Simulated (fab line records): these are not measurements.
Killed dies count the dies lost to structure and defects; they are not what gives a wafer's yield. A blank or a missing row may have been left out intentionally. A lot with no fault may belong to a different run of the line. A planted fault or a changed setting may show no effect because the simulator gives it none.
Matching of chambers    flow n5-finfet    N5_BEOL_M0_SAQP_STRIP_86 on rie-diel-03 has 4 sister chambers
The step strips in N2/H2. 4 wafers are shown with their chamber, then 10 later ones without.

## WAFERS WITH THEIR CHAMBER
wafer   chamber  drypump-motor-current-A (A)
L086.3  2        6.0
L090.5  3        4.9
L091.3  0        5.9
L091.4  1        5.3

## WAFERS WHOSE CHAMBER IS MISSING
wafer   drypump-motor-current-A (A)
L091.6  5.4
L095.1  6.0
L095.2  5.3
L095.3  6.0
L096.3  5.4
L096.5  6.0
L096.6  4.9
L097.1  5.4
L097.3  5.9
L097.4  4.8

## WHICH CHAMBER EACH WENT THROUGH
wafer   from the rows above      in truth
L091.6  1                        1
L095.1  can't be placed: 2 or 0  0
L095.2  1                        1
L095.3  can't be placed: 2 or 0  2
L096.3  1                        1
L096.5  can't be placed: 2 or 0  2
L096.6  3                        3
L097.1  1                        1
L097.3  can't be placed: 0 or 2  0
L097.4  3                        3
Correctly placed: 6 of 10. From these rows, 4 cannot be placed; in 4 the true chamber is one of the candidates. Placed wrongly: 0.
How it was worked out, from the rows above alone: a wafer's distance from a chamber is the root of the sum, over the readings, of the square of ((its reading less the chamber's mean) divided by the reading's scatter). If the next closest chamber is less than 2 further off than the closest, the wafer can't be placed; otherwise it belongs to the closest. The mean given for a chamber averages the wafers shown for that chamber. The scatter: root of mean squared gap, hidden wafer to nearest shown wafer, with one shown wafer a chamber.
